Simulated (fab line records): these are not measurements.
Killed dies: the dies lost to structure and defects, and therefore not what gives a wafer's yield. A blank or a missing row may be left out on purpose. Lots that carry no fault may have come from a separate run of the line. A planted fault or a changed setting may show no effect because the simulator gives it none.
fab line records | flow n5-finfet
[record] lots = 5 | wafers = 15 | last-day = 18
route steps=1938 shown BEOL_M4@1099 BEOL_M5@1112 BEOL_M12@1656 PASSIVATION@1936
lots that met no fault: from a run of the same line without faults
start-h: hours from the record's first day to the start of the lot's first wafer shown | wait-h: hours from the lot's prior step to this one | " unchanged from the row above | L1.1+2: several wafers, shown together as one row | - no value, or no start was given | * or withheld: withheld | < > ~ a bound
route shown NAME@n: NAME is a module with steps in the file, n the number in the route of the first one | usual: the fault-free wafers' mean and standard deviation | same: alike in all rows | chamber/n: place in a boat | sites: per-site readings | _std_site: the standard deviation of these | _edge_site: inner sites' mean taken away from outer sites' mean | radius-mm: how far each site lies from the wafer's centre | mask NAME#n: copy n | behind: tool/chamber where the wafer was last shaped | hold: reason for holding the lot/hours on hold/outcome of the hold | device: whichever transistor did not switch (one of n, p or np) | end of line: the route-end tests of the same wafers | a step given without rows: its recipe and nothing more | killed: at the first sort, the dies lost to defects and structure; wafer yield is something else | map: dies across one wafer; x = killed, . = not, _ = none there
set.NAME: the setting that was run; set.NAME@STEP: the one run at that earlier step | model.NAME: the simulator's own value behind a step, which no gauge read
lots seen at some steps along the route; tables by step, rows by wafer
services: from which hour (start-h, from the record's first day; less than 0 if before it) a tool's chamber was out of use, for how many hours, and why
[[steps]]
[step N5_BEOL_M4_ANNEAL_95]
[recipe] temp-c = 400 | time-s = 240 | ambient = vacuum
[step N5_BEOL_M4_SPUTTER_96]
[recipe] material = Cu | target-thk-a = 45 | temp-c = -20 | chamber-pressure-pa = 0.07 | power-w = withheld | time-s = 8.29
[step N5_BEOL_M4_ECD_50]
[recipe] material = Cu | target-thk-a = 3000
[step N5_BEOL_M4_ANNEAL_51]
[recipe] temp-c = 225 | time-s = 90 | ambient = N2
[step N5_BEOL_M4_CMP_52]
[recipe] stop-on = SiOC | t-overpolish-s = 6.8 | down-force-psi = 1 | platen-rpm = 50 | clearing-platen-down-force-psi = 1.5 | clearing-platen-rpm = 50 | post-cmp-clean = cu-alkaline | target-thk-nm = 40 | clearing-platen-pad-velocity-m-s = 0.99484 | pad-velocity-m-s = 0.99484
[step N5_BEOL_M4_PRE_CLEAN_60]
[recipe] gas = NH3/H2 | time-s = 15 | temp-c = * | rf-power-w = 300
[step N5_BEOL_M4_CO_CAP_55]
[recipe] material = Co | target-thk-a = 20 | temp-c = 200 | precursor = CCTBA/H2 | pressure-torr = 30 | time-s = 102.1
[step N5_BEOL_M4_PRE_CLEAN_56]
[recipe] gas = NH3 | time-s = 15 | temp-c = withheld | rf-power-w = 300
[step N5_BEOL_M4_DEP_57]
[recipe] material = SiCN | target-thk-a = 80 | temp-c = withheld | precursor = 3MS/NH3 | pressure-torr = 3 | rf-w = 202 | time-s = 14
[step N5_BEOL_M4_RC_MEAS_101]
[usual] DIBL_N = 35.7/1.3 | DIBL_P = 35.4/1.8 | IOFF_N = 0.152/0.027 | IOFF_P = 0.20/0.034 | ION_N = 672/9.8 | ION_P = 461/7.5 | SS_N = 71.4/0.55 | SS_P = 73.1/0.61 | VT_N = 251/3.3 | VT_P = -251/3.6
lot.wafer | tool      | chamber | start-h | wait-h | DIBL_N[mV/V] | DIBL_P[mV/V] | IOFF_N[nA/um] | IOFF_P[nA/um] | ION_N[uA/um] | ION_P[uA/um] | SS_N[mV/dec] | SS_P[mV/dec] | VT_N[mV] | VT_P[mV]
L679.1    | prober-02 | 0       | 209.67  | 0.0    | 34.2         | 34.1         | 0.131         | 0.17          | 672          | 455          | 71.4         | 72.0         | 252      | -253
L679.5    | "         | 0       | "       | "      | 36.0         | 36.0         | 0.155         | 0.21          | 683          | 469          | 71.6         | 73.5         | 249      | -250
L679.6    | "         | 0       | "       | "      | 35.6         | 35.7         | 0.154         | 0.20          | 672          | 462          | 71.8         | 73.9         | 248      | -250
L686.2    | prober-01 | 0       | 260.74  | 0.2    | 36.5         | 36.6         | 0.170         | 0.22          | 673          | 462          | 72.3         | 72.7         | 250      | -250
L686.3    | "         | 0       | "       | "      | 34.8         | 33.9         | 0.130         | 0.18          | 656          | 457          | 72.4         | 72.2         | 252      | -253
L686.5    | "         | 0       | "       | "      | 38.1         | 38.5         | 0.192         | 0.25          | 676          | 458          | 72.1         | 74.1         | 249      | -248
L688.2    | prober-01 | 0       | 261.97  | 0.2    | 37.5         | 37.0         | 0.169         | 0.22          | 674          | 457          | 71.8         | 73.7         | 252      | -250
L688.5    | "         | 0       | "       | "      | 34.6         | 34.2         | 0.122         | 0.18          | 654          | 456          | 70.9         | 72.1         | 251      | -252
L688.6    | "         | 0       | "       | "      | 35.6         | 34.3         | 0.138         | 0.19          | 668          | 458          | 71.7         | 72.8         | 250      | -250
L691.2    | prober-01 | 0       | 275.59  | 0.2    | 36.0         | 35.4         | 0.157         | 0.20          | 685          | 462          | 71.1         | 72.8         | 249      | -251
L691.5    | "         | 0       | "       | "      | 35.7         | 35.3         | 0.148         | 0.20          | 678          | 469          | 71.1         | 72.9         | 250      | -249
L691.6    | "         | 0       | "       | "      | 36.7         | 36.2         | 0.167         | 0.21          | 680          | 463          | 72.1         | 73.5         | 251      | -251
L695.2    | prober-02 | 0       | 318.63  | 0.2    | 33.7         | 33.3         | 0.112         | 0.18          | 669          | 470          | 70.2         | 72.8         | 255      | -250
L695.4    | "         | 0       | "       | "      | 32.7         | 31.1         | 0.097         | 0.15          | 661          | 459          | 71.1         | 72.6         | 258      | -252
L695.6    | "         | 0       | "       | "      | 32.1         | 30.5         | 0.093         | 0.16          | 651          | 457          | 70.2         | 72.6         | 257      | -253
[step N5_BEOL_M5_ILD_DEP_00]
[recipe] material = SiCOH_lowk | target-thk-a = 1406.4 | temp-c = 300 | precursor = DEMS/porogen | pressure-torr = 5 | rf-w = 500 | time-s = 25.9
[step N5_BEOL_M5_CURE_79]
[recipe] temp-c = 385 | time-s = 240 | ambient = He/Ar | material = SiCOH_lowk
[step N5_BEOL_M5_PECVD_70]
[recipe] material = SiO2 | target-thk-a = 160 | temp-c = 400 | precursor = TEOS/O2 | pressure-torr = 5.5 | rf-w = 450 | teos-flow-sccm = 53.8 | gas = O2 | flow-sccm = 3000 | time-s = 18
[step N5_BEOL_M5_HM_DEP_02]
[recipe] material = TiN | target-thk-a = 200 | temp-c = 25 | chamber-pressure-pa = 0.49996
[step N5_BEOL_M5_COAT_59]
[recipe] resist = SOC | temp-c = 250 | time-s = 60 | spin-rpm = 1500 | resist-thk-nm = 60
[step N5_BEOL_M5_COAT_60]
[recipe] resist = SiARC | temp-c = 220 | time-s = 60 | spin-rpm = 1500 | resist-thk-nm = 12
[step N5_BEOL_M5_COAT_71]
[recipe] resist = underlayer | temp-c = 205 | time-s = 60 | spin-rpm = 1500 | resist-thk-nm = 5
[step N5_BEOL_M5_COAT_05]
[recipe] resist = CAR-EUV | spin-rpm = 1500 | resist-thk-nm = 30
[step N5_BEOL_M5_EBR_07]
[recipe] solvent = PGMEA | ebr-width-mm = 1.5
[step N5_BEOL_M5_SOFTBAKE_06]
[recipe] temp-c = 110 | time-s = 60 | resist = CAR-EUV
[step N5_BEOL_M5_EXPOSE_08]
[recipe] mask-id = M5 | na = 0.33 | source-shape = annular | sigma-inner = 0.4 | sigma-outer = 0.8 | polarization = unpolarized | target-cd-nm = 28 | dose-mj = 35.75
[step N5_BEOL_M5_PEB_09]
[recipe] peb-temp-c = 100 | peb-time-s = 60 | resist = CAR-EUV
[step N5_BEOL_M5_DEVELOP_10]
[recipe] develop-time-s = 30 | developer = TMAH | resist = CAR-EUV | rinse-liquid = surfactant-rinse | dry = air-spin | dev-temp-c = 23
[step N5_BEOL_M5_DESCUM_16]
[recipe] chemistry = O2 | time-s = 7 | source-power-w = 50 | bias-power-w = 20 | pressure-mtorr = 20 | rf-frequency-hz = 2.712e+07 | temp-c = 40 | resist = CAR-EUV | o2-flow-sccm = 225
[step N5_BEOL_M5_ETCH_72]
[recipe] chemistry = N2/H2 | target = underlayer | target-depth-a = 65 | mask-material = CAR-EUV | time-s = 5.2 | ion-energy-ev = 200 | pressure-mtorr = 30 | source-w = 840 | bias-w = 150 | n2-flow-sccm = 200 | h2-flow-sccm = 200 | ends = cleared
[step N5_BEOL_M5_ETCH_61]
[recipe] chemistry = CF4 | target = SiARC | target-depth-a = 156 | mask-material = CAR-EUV | time-s = 26 | ion-energy-ev = 80 | pressure-mtorr = 40 | source-w = 545 | bias-w = 36 | Ar_flow_sccm = 100 | cf4-flow-sccm = 100 | ends = cleared
[step N5_BEOL_M5_ETCH_62]
[recipe] chemistry = N2/H2 | target = SOC | target-depth-a = 750 | overetch-a = 150 | mask-material = SiARC | temp-c = 40 | time-s = 112.5 | ion-energy-ev = 200 | pressure-mtorr = 30 | source-w = 840 | bias-w = 150 | n2-flow-sccm = 200 | h2-flow-sccm = 200
[step N5_BEOL_M5_STRIP_63]
[recipe] chemistry = N2/H2 | temp-c = 40 | n2-flow-sccm = 200 | h2-flow-sccm = 200 | rf-frequency-hz = 6e+07
[step N5_BEOL_M5_STRIP_73]
[recipe] chemistry = N2/H2 | temp-c = 40 | n2-flow-sccm = 200 | h2-flow-sccm = 200 | rf-frequency-hz = 6e+07
[step N5_BEOL_M5_STRIP_64]
[recipe] chemistry = CF4 | resist = SiARC | power-w = 300 | bias-power-w = 75 | pressure-mtorr = 50 | cf4-flow-sccm = 150 | rf-frequency-hz = 6e+07
[step N5_BEOL_M5_HM_OPEN_17]
[recipe] chemistry = Cl2/BCl3 | target-depth-a = 200 | overetch-a = 60 | target = TiN | mask-material = SOC | ion-energy-ev = 150 | pressure-mtorr = 10 | icp-w = 1000 | bias-w = 126 | Cl2_flow_sccm = 53.25 | bcl3-flow-sccm = 21.75 | Ar_flow_sccm = 25
[step N5_BEOL_M5_STRIP_19]
[recipe] chemistry = O2 | power-w = 400 | temp-c = 40 | pressure-mtorr = 30 | rf-frequency-hz = 6e+07 | bias-power-w = 0 | overash-fraction = 0.2 | o2-flow-sccm = 225
[step N5_BEOL_M5_COAT_65]
[recipe] resist = SOC | temp-c = 250 | time-s = 60 | spin-rpm = 1500 | resist-thk-nm = 60
[step N5_BEOL_M5_COAT_66]
[recipe] resist = SiARC | temp-c = 220 | time-s = 60 | spin-rpm = 1500 | resist-thk-nm = 12
[step N5_BEOL_M12_DEP_53]
[recipe] material = SiCN | target-thk-a = 300 | temp-c = withheld | precursor = 3MS/NH3 | pressure-torr = 3 | rf-w = 675 | time-s = 10.5
[usual] chamber-pressure-Torr = 2.999/0.0061 | rf-fwd-power-W = 666/3.5 | showerhead-plenum-p-Torr = 4.15/0.03 | throttle-valve-pct = 17.3/1.1 | time-s = 10.5/0
lot.wafer | tool     | chamber | start-h | wait-h | chamber-pressure-Torr | rf-fwd-power-W | showerhead-plenum-p-Torr | since-wet-clean-h | throttle-valve-pct | time-s
L679.1    | pecvd-01 | 0       | 276.16  | 0.0    | 2.999                 | 662            | 4.17                     | 1343              | 19.9               | 10.5
L679.5    | "        | 2       | "       | "      | 2.986                 | 662            | 4.18                     | -                 | 17.4               | 10.5
L679.6    | "        | 0       | "       | "      | 3.004                 | 662            | 4.17                     | -                 | 19.7               | 10.5
L688.2    | pecvd-01 | 1       | 326.39  | 0.0    | -                     | -              | -                        | -                 | -                  | -
L688.5    | "        | 1       | "       | "      | -                     | -              | -                        | -                 | -                  | -
L688.6    | "        | 0       | "       | "      | -                     | -              | -                        | -                 | -                  | -
L686.2    | pecvd-04 | 1       | 334.23  | 0.0    | -                     | -              | -                        | -                 | -                  | -
L686.3    | "        | 2       | "       | "      | -                     | -              | -                        | -                 | -                  | -
L686.5    | "        | 0       | "       | "      | -                     | -              | -                        | -                 | -                  | -
L691.2    | pecvd-01 | 0       | 339.28  | 0.0    | -                     | -              | -                        | -                 | -                  | -
L691.5    | "        | 0       | "       | "      | -                     | -              | -                        | -                 | -                  | -
L691.6    | "        | 1       | "       | "      | -                     | -              | -                        | -                 | -                  | -
L695.2    | pecvd-04 | 1       | 386.03  | 0.0    | 3.006                 | 668            | 4.11                     | 1634              | 18.4               | 10.5
L695.4    | "        | 2       | "       | "      | 3.000                 | 667            | 4.21                     | -                 | 15.8               | 10.5
L695.6    | "        | 1       | "       | "      | 3.004                 | 665            | 4.12                     | -                 | 18.3               | 10.5
[step N5_PASSIVATION_PROBE_49]
[usual] defect-limited-yield = 91.5/1.3 | killed_at_M0_to_M3 = 33/11 | killed_at_M4_up = 14/5.3 | killed-at-contacts = 11/6.3 | killed-at-front-end = 38/10 | killed-at-other = 3.7/2.8 | killed-dies = 101/16 | killed-on-rim = 13/3.4 | killed-open = 67/12 | killed-short = 32/7.4 | sort_bin_5_function = 5.0/0.86 | sort_bin_6_memory = 3.2/0.69 | sort-n-pass = 1079/16 | sort-yield-pct = 91.5/1.3
[same] gross-dies = 1180 | killed-at-back-side = 0 | sort_bin_4_leakage[%] = 0 | sort_bin_8_speed[%] = 0
lot.wafer | tool      | chamber | start-h | wait-h | defect-limited-yield[%] | killed_at_M0_to_M3 | killed_at_M4_up | killed-at-contacts | killed-at-front-end | killed-at-other | killed-dies | killed-on-rim | killed-open | killed-short | sort_bin_5_function[%] | sort_bin_6_memory[%] | sort-n-pass | sort-yield-pct[%]
L688.2    | prober-02 | -       | 362.82  | 0.1    | 0                       | 60                 | 1077            | 7                  | 31                  | 5               | 1180        | 152           | 74          | 37           | 96.4                   | 3.4                  | 0           | 0
L688.5    | prober-02 | -       | 362.97  | 0.2    | 0                       | 38                 | 1077            | 10                 | 51                  | 4               | 1180        | 152           | 79          | 33           | 95.8                   | 3.9                  | 0           | 0
L688.6    | prober-02 | -       | 363.02  | 0.3    | 0                       | 25                 | 1114            | 2                  | 36                  | 3               | 1180        | 152           | 39          | 28           | 97.7                   | 2.0                  | 0           | 0
L686.2    | prober-01 | -       | 365.00  | 0.1    | 0                       | 30                 | 1104            | 9                  | 32                  | 5               | 1180        | 152           | 67          | 24           | 97.3                   | 2.6                  | 0           | 0
L686.3    | prober-01 | -       | 365.05  | 0.1    | 0                       | 36                 | 1093            | 15                 | 32                  | 4               | 1180        | 152           | 70          | 25           | 96.4                   | 3.5                  | 0           | 0
L686.5    | prober-01 | -       | 365.15  | 0.2    | 0                       | 39                 | 1092            | 5                  | 38                  | 6               | 1180        | 152           | 69          | 42           | 96.4                   | 3.5                  | 0           | 0
L691.2    | prober-01 | -       | 372.07  | 0.1    | 0                       | 31                 | 1101            | 7                  | 37                  | 4               | 1180        | 152           | 71          | 24           | 96.0                   | 3.9                  | 0           | 0
L691.5    | prober-01 | -       | 372.22  | 0.2    | 0                       | 25                 | 1111            | 5                  | 37                  | 2               | 1180        | 152           | 45          | 36           | 97.0                   | 2.9                  | 0           | 0
L691.6    | prober-01 | -       | 372.27  | 0.3    | 0                       | 31                 | 1093            | 9                  | 44                  | 3               | 1180        | 152           | 56          | 36           | 96.4                   | 3.1                  | 0           | 0
// killed by level:class
L688.2 BEOL_M12:area-dep=1068 BEOL_M0_SAQP:geometric-particle:open=18 STI_FIN_REVEAL:geometric-particle:open=16 BEOL_M0_SAQP:geometric-particle:short=16 BEOL_M3:geometric-particle:open=10 MOL_CONTACT_COAG:geometric-particle:open=7 ILD0:geometric-particle:short=5 BEOL_M2:geometric-particle:open=5
L688.5 BEOL_M12:area-dep=1067 STI_FIN_REVEAL:geometric-particle:open=20 BEOL_M0_SAQP:geometric-particle:short=12 BEOL_M3:geometric-particle:open=11 MOL_CONTACT_COAG:geometric-particle:open=10 FIN_SAQP:geometric-particle:short=9 FIN_SAQP:geometric-particle:open=6 BEOL_M0_SAQP:geometric-particle:open=6
L688.6 BEOL_M12:area-dep=1111 STI_FIN_REVEAL:geometric-particle:open=9 FIN_SAQP:geometric-particle:short=6 BEOL_M3:geometric-particle:open=6 STI_FIN_REVEAL:geometric-particle:short=5 GATE_CUT:geometric-particle:open=4 GATE_CUT:geometric-particle:short=4 BEOL_M1:geometric-particle:open=4
L686.2 BEOL_M12:area-dep=1089 MOL_CONTACT_COAG:geometric-particle:open=9 BEOL_M0_SAQP:geometric-particle:open=8 BEOL_M4:geometric-particle:open=8 FIN_SAQP:geometric-particle:open=6 GATE_CUT:geometric-particle:short=6 BEOL_M0_SAQP:geometric-particle:short=6 DUMMY_GATE:geometric-particle:open=5
L686.3 BEOL_M12:area-dep=1085 MOL_CONTACT_COAG:geometric-particle:open=12 BEOL_M1:geometric-particle:open=11 BEOL_M2:geometric-particle:open=10 FIN_SAQP:geometric-particle:open=7 FIN_SAQP:geometric-particle:short=4 DUMMY_GATE:geometric-particle:open=4 BEOL_M0_SAQP:geometric-particle:open=4
L686.5 BEOL_M12:area-dep=1069 BEOL_M0_SAQP:geometric-particle:open=10 BEOL_M0_SAQP:geometric-particle:short=9 GATE_CUT:geometric-particle:short=9 BEOL_M4:geometric-particle:open=9 BEOL_M1:geometric-particle:open=7 FIN_SAQP:geometric-particle:short=6 DUMMY_GATE:geometric-particle:open=5
L691.2 BEOL_M12:area-dep=1082 BEOL_M2:geometric-particle:open=9 FIN_SAQP:geometric-particle:open=8 MOL_CONTACT_COAG:geometric-particle:open=7 BEOL_M0_SAQP:geometric-particle:short=7 GATE_CUT:geometric-particle:short=6 GATE_CUT:geometric-particle:open=6 BEOL_M0_SAQP:geometric-particle:open=6
L691.5 BEOL_M12:area-dep=1097 FIN_SAQP:geometric-particle:short=10 BEOL_M0_SAQP:geometric-particle:open=8 FIN_SAQP:geometric-particle:open=5 GATE_CUT:geometric-particle:open=4 BEOL_M0_SAQP:geometric-particle:short=4 BEOL_M5:geometric-particle:open=4 ILD0:geometric-particle:short=3
L691.6 BEOL_M12:area-dep=1087 FIN_SAQP:geometric-particle:short=12 FIN_SAQP:geometric-particle:open=10 BEOL_M2:geometric-particle:open=10 MOL_CONTACT_COAG:geometric-particle:open=6 BEOL_M0_SAQP:geometric-particle:short=6 STI_FIN_REVEAL:geometric-particle:open=4 GATE_CUT:geometric-particle:short=4
// map L686.2 (x killed, . not)
_________________xxxxxxxxxxxx________________
______________xxxxxxxxxxxxxxxxxx_____________
___________xxxxxxxxxxxxxxxxxxxxxxxx__________
__________xxxxxxxxxxxxxxxxxxxxxxxxxx_________
________xxxxxxxxxxxxxxxxxxxxxxxxxxxxxx_______
_______xxxxxxxxxxxxxxxxxxxxxxxxxxxxxxxx______
______xxxxxxxxxxxxxxxxxxxxxxxxxxxxxxxxxx_____
_____xxxxxxxxxxxxxxxxxxxxxxxxxxxxxxxxxxxx____
____xxxxxxxxxxxxxxxxxxxxxxxxxxxxxxxxxxxxxx___
___xxxxxxxxxxxxxxxxxxxxxxxxxxxxxxxxxxxxxxxx__
___xxxxxxxxxxxxxxxxxxxxxxxxxxxxxxxxxxxxxxxx__
__xxxxxxxxxxxxxxxxxxxxxxxxxxxxxxxxxxxxxxxxxx_
__xxxxxxxxxxxxxxxxxxxxxxxxxxxxxxxxxxxxxxxxxx_
_xxxxxxxxxxxxxxxxxxxxxxxxxxxxxxxxxxxxxxxxxxxx
_xxxxxxxxxxxxxxxxxxxxxxxxxxxxxxxxxxxxxxxxxxxx
_xxxxxxxxxxxxxxxxxxxxxxxxxxxxxxxxxxxxxxxxxxxx
_xxxxxxxxxxxxxxxxxxxxxxxxxxxxxxxxxxxxxxxxxxxx
_xxxxxxxxxxxxxxxxxxxxxxxxxxxxxxxxxxxxxxxxxxxx
_xxxxxxxxxxxxxxxxxxxxxxxxxxxxxxxxxxxxxxxxxxxx
_xxxxxxxxxxxxxxxxxxxxxxxxxxxxxxxxxxxxxxxxxxxx
_xxxxxxxxxxxxxxxxxxxxxxxxxxxxxxxxxxxxxxxxxxxx
__xxxxxxxxxxxxxxxxxxxxxxxxxxxxxxxxxxxxxxxxxx_
__xxxxxxxxxxxxxxxxxxxxxxxxxxxxxxxxxxxxxxxxxx_
___xxxxxxxxxxxxxxxxxxxxxxxxxxxxxxxxxxxxxxxx__
___xxxxxxxxxxxxxxxxxxxxxxxxxxxxxxxxxxxxxxxx__
____xxxxxxxxxxxxxxxxxxxxxxxxxxxxxxxxxxxxxx___
_____xxxxxxxxxxxxxxxxxxxxxxxxxxxxxxxxxxxx____
______xxxxxxxxxxxxxxxxxxxxxxxxxxxxxxxxxx_____
_______xxxxxxxxxxxxxxxxxxxxxxxxxxxxxxxx______
________xxxxxxxxxxxxxxxxxxxxxxxxxxxxxx_______
__________xxxxxxxxxxxxxxxxxxxxxxxxxx_________
___________xxxxxxxxxxxxxxxxxxxxxxxx__________
______________xxxxxxxxxxxxxxxxxx_____________
_________________xxxxxxxxxxxx________________
// map L688.2 (x killed, . not)
_________________xxxxxxxxxxxx________________
______________xxxxxxxxxxxxxxxxxx_____________
___________xxxxxxxxxxxxxxxxxxxxxxxx__________
__________xxxxxxxxxxxxxxxxxxxxxxxxxx_________
________xxxxxxxxxxxxxxxxxxxxxxxxxxxxxx_______
_______xxxxxxxxxxxxxxxxxxxxxxxxxxxxxxxx______
______xxxxxxxxxxxxxxxxxxxxxxxxxxxxxxxxxx_____
_____xxxxxxxxxxxxxxxxxxxxxxxxxxxxxxxxxxxx____
____xxxxxxxxxxxxxxxxxxxxxxxxxxxxxxxxxxxxxx___
___xxxxxxxxxxxxxxxxxxxxxxxxxxxxxxxxxxxxxxxx__
___xxxxxxxxxxxxxxxxxxxxxxxxxxxxxxxxxxxxxxxx__
__xxxxxxxxxxxxxxxxxxxxxxxxxxxxxxxxxxxxxxxxxx_
__xxxxxxxxxxxxxxxxxxxxxxxxxxxxxxxxxxxxxxxxxx_
_xxxxxxxxxxxxxxxxxxxxxxxxxxxxxxxxxxxxxxxxxxxx
_xxxxxxxxxxxxxxxxxxxxxxxxxxxxxxxxxxxxxxxxxxxx
_xxxxxxxxxxxxxxxxxxxxxxxxxxxxxxxxxxxxxxxxxxxx
_xxxxxxxxxxxxxxxxxxxxxxxxxxxxxxxxxxxxxxxxxxxx
_xxxxxxxxxxxxxxxxxxxxxxxxxxxxxxxxxxxxxxxxxxxx
_xxxxxxxxxxxxxxxxxxxxxxxxxxxxxxxxxxxxxxxxxxxx
_xxxxxxxxxxxxxxxxxxxxxxxxxxxxxxxxxxxxxxxxxxxx
_xxxxxxxxxxxxxxxxxxxxxxxxxxxxxxxxxxxxxxxxxxxx
__xxxxxxxxxxxxxxxxxxxxxxxxxxxxxxxxxxxxxxxxxx_
__xxxxxxxxxxxxxxxxxxxxxxxxxxxxxxxxxxxxxxxxxx_
___xxxxxxxxxxxxxxxxxxxxxxxxxxxxxxxxxxxxxxxx__
___xxxxxxxxxxxxxxxxxxxxxxxxxxxxxxxxxxxxxxxx__
____xxxxxxxxxxxxxxxxxxxxxxxxxxxxxxxxxxxxxx___
_____xxxxxxxxxxxxxxxxxxxxxxxxxxxxxxxxxxxx____
______xxxxxxxxxxxxxxxxxxxxxxxxxxxxxxxxxx_____
_______xxxxxxxxxxxxxxxxxxxxxxxxxxxxxxxx______
________xxxxxxxxxxxxxxxxxxxxxxxxxxxxxx_______
__________xxxxxxxxxxxxxxxxxxxxxxxxxx_________
___________xxxxxxxxxxxxxxxxxxxxxxxx__________
______________xxxxxxxxxxxxxxxxxx_____________
_________________xxxxxxxxxxxx________________
[[services]]
tool     | chamber | start-h | hours | kind
pecvd-04 | 0       | 258.64  | 22.5  | repair
pecvd-04 | 0       | 281.17  | 2.1   | scheduled-down
pecvd-01 | 1       | 284.50  | 5.5   | scheduled-down
pecvd-04 | 0       | 298.85  | 17.7  | repair
pecvd-04 | -       | 321.96  | 2.3   | repair
pecvd-01 | 1       | 383.62  | -     | clean
pecvd-01 | 1       | 383.62  | -     | consumable-replace:showerhead
pecvd-01 | 1       | 383.62  | 29.0  | scheduled-down
pecvd-01 | 1       | 383.62  | 29.0  | vent-cycle
[[key]]
[first-sign] step = N5_BEOL_M12_DEP_53 | reading = tool-record | direction = missing
[effect] step = N5_PASSIVATION_PROBE_49 | reading = killed_at_M4_up | direction = up | sigmas = 99+ | usual = 14 | struck = 1096
[more-kills-born-at] N5_BEOL_M12_DEP_53@pecvd-01 = 6512 | N5_BEOL_M12_DEP_53@pecvd-04 = 3243
met-at N5_BEOL_M12_DEP_53
struck-wafers L686.2,L686.3,L686.5,L688.2,L688.5,L688.6,L691.2,L691.5,L691.6
later-rows-left-out L686.2,L686.3,L686.5,L688.2,L688.5,L688.6,L691.2,L691.5,L691.6
onset-between 276.16 326.39
[fault] kind = skipped-step-whole | tool = pecvd-01,pecvd-04 | chamber = - | onset-h = 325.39 | steps = N5_BEOL_M12_DEP_53 | scope = struck-lots-only
// later-rows-left-out: the simulator's readings of these wafers behind a module that went badly wrong aren't trusted and aren't shown, but for the sort
